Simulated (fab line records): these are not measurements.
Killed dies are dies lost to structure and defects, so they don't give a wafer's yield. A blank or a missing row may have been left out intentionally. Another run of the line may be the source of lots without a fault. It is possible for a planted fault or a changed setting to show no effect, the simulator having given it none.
A lot that was struck, set against a sound lot -- flow nand harc -- 36 out of 1302 route steps
Sound: wafers L417.2, L417.4, L417.5. Struck: wafer L432.6 (left out: L432.1, L432.3 of the same lot, which were not struck); the cause appears at the end.
For every step that has rows: the tool of each side, followed by ch and its chambers, followed by its first start. Under that, the readings that differ: sound wafers -- struck wafers -- difference of the means -- sigmas: that difference in standard deviations of wafers without a fault.
alike: readings whose means differ by less than 2 such deviations, and words and numbers that are the same on both sides. not compared: withheld readings, readings that some wafer has no value for, bounds like >300 that may hide the same value, and numbers for which the record gives no deviation and whose values overlap.
The two part at a step that has a row with sigmas, a row that says differs or no value, or rows on one side only. When numbers do not overlap yet have no deviation, they are printed without sigmas and do not part them. A reading that every wafer of one side lacks parts them only if that side has two wafers or more.

NHARC_A_WL_FILL_RTA_01: time 5 s.
  sound on rtp anneal-02 ch 0, day 20 22:30; struck on rtp anneal-01 ch 0, day 27 02:17
  alike: lamp power pct, wafer_temp_C_max
NHARC_A_WL_FILL_ALD_02: deposits TiN, target thk 2 nm, pulse time 3 s, ald cycles 100.
  sound on ald metal-03 ch 1,2, day 20 22:43; struck on ald metal-03 ch 0, day 27 02:32
  alike: heater power w, precursor pulse height rel, susceptor temp C
then, 1 step without rows for these wafers: NHARC_A_WL_FILL_CVD_03 (deposits W, target thk 40 nm, time 279 s).
NHARC_A_WL_FILL_ETCHBACK_04: etches the open film in NF3, target depth 60 nm, time 120 s.
  sound on rie metal-03 ch 1, day 20 23:29; struck on rie metal-01 ch 0, day 27 03:19
reading,sound,struck,difference,sigmas
drypump motor current A (A),6.1 6.1 6.1,5.0,-1.1,-2
  alike: chamber pressure mTorr, oes product au
  not compared: rf hours counter h
NHARC_A_WL_FILL_ETCHBACK_05: etches the open film in Cl2/BCl3, target depth 22 nm, time 60 s.
  sound on rie metal-03 ch 0,1, day 20 23:45; struck on rie metal-01 ch 1, day 27 03:34
  alike: chamber pressure mTorr, drypump motor current A, oes product au
  not compared: rf hours counter h
then, 5 steps without rows for these wafers: NHARC_A_WL_FILL_STRIP_27 (strips in N2/H2, time 20 s); NHARC_A_WL_FILL_STRIP_28 (strips in post etch residue remover, time 1200 s); NHARC_A_WL_FILL_PRECLEAN_06 (cleans in DIW, time 300 s); NHARC_A_WL_FILL_SRD_07; NHARC_A_WL_FILL_ANNEAL_08 (time 1800 s).
NHARC_A_WL_FILL_ALD_10: deposits SiO2, target thk 50 nm, pulse time 10 s, ald cycles 500.
  sound on ald hk-04 ch 0,1,2, day 21 05:47; struck on ald hk-02 ch 2, day 27 13:04
  alike: heater power w, precursor pulse height rel
  not compared: susceptor temp C
NHARC_A_WL_FILL_ETCHBACK_16: etches the open film in C4F8/O2/Ar, target depth 120 nm, time 24 s.
  sound on rie diel-13 ch 0,2,3; struck on rie diel-13 ch 0
  alike: bias w, chamber pressure mTorr, oes product au, rf vpp V
  not compared: rf hours counter h
then, 23 steps without rows for these wafers: NHARC_A_WL_FILL_STRIP_29 (strips in O2, time 20 s); NHARC_A_WL_FILL_ETCHBACK_17 (etches the open film in Cl2/BCl3, target depth 4 nm, time 26.7 s); NHARC_A_WL_FILL_PRECLEAN_18 (cleans in dHF, time 30 s); NHARC_A_WL_FILL_SRD_21; NHARC_A_WL_FILL_CVD_23 (deposits poly-Si, target thk 40 nm, time 800 s); NHARC_A_WL_FILL_ETCHBACK_26 (etches the open film in HBr, target depth 52 nm, time 13.3 s); NHARC_A_WL_FILL_PRECLEAN_30 (cleans in dHF, time 10 s); NHARC_A_WL_FILL_SRD_14; NHARC_A_WL_FILL_ALD_19 (deposits TiN, target thk 2 nm, pulse time 3 s, ald cycles 100); NHARC_A_WL_FILL_CVD_20 (deposits W, target thk 100 nm, time 74 s); NHARC_A_WL_FILL_CMP_12 (polishes, t overpolish 30 s, target thk 100 nm); NHARC_A_WL_FILL_SRD_31; NHARC_A_CONTACT_DEP_24 (deposits SiO2, target thk 500 nm); NHARC_A_CONTACT_DEP_28 (deposits aC, target thk 7000 nm); NHARC_A_CONTACT_DEP_29 (deposits SiON, target thk 100 nm); NHARC_A_CONTACT_DEHYDRATE_32 (time 120 s); NHARC_A_CONTACT_HMDS_33 (time 30 s); NHARC_A_CONTACT_COAT_34 (time 75 s); NHARC_A_CONTACT_COAT_35 (time 65 s); NHARC_A_CONTACT_COAT_36 (resist thk 90 nm); NHARC_A_CONTACT_SOFTBAKE_37 (time 55 s); NHARC_A_CONTACT_EBR_38; NHARC_A_CONTACT_EXPOSE_39 (exposes mask A CC 3).
-- jump in the record: it breaks off in module A_CONTACT and resumes in module END (first step shown: number 1302 of the route), and 4 days separate the struck wafers' starts before and after --
NHARC_END_SORT_01:
  sound on prober-02 ch 0, day 25 10:24; struck on prober-01 ch 0, day 31 15:22
reading,sound,struck,difference,sigmas
killed at array,79 58 70,111,+42,+2
killed at other,3 4 1,0,-3,-2
killed dies,85 66 77,111,+35,+2
  alike: killed at periphery, killed open, killed short

## WHERE THEY PART
At NHARC_A_WL_FILL_ETCHBACK_04 first; at NHARC_END_SORT_01 last (within this record only).

WHY: whatever the simulator had introduced
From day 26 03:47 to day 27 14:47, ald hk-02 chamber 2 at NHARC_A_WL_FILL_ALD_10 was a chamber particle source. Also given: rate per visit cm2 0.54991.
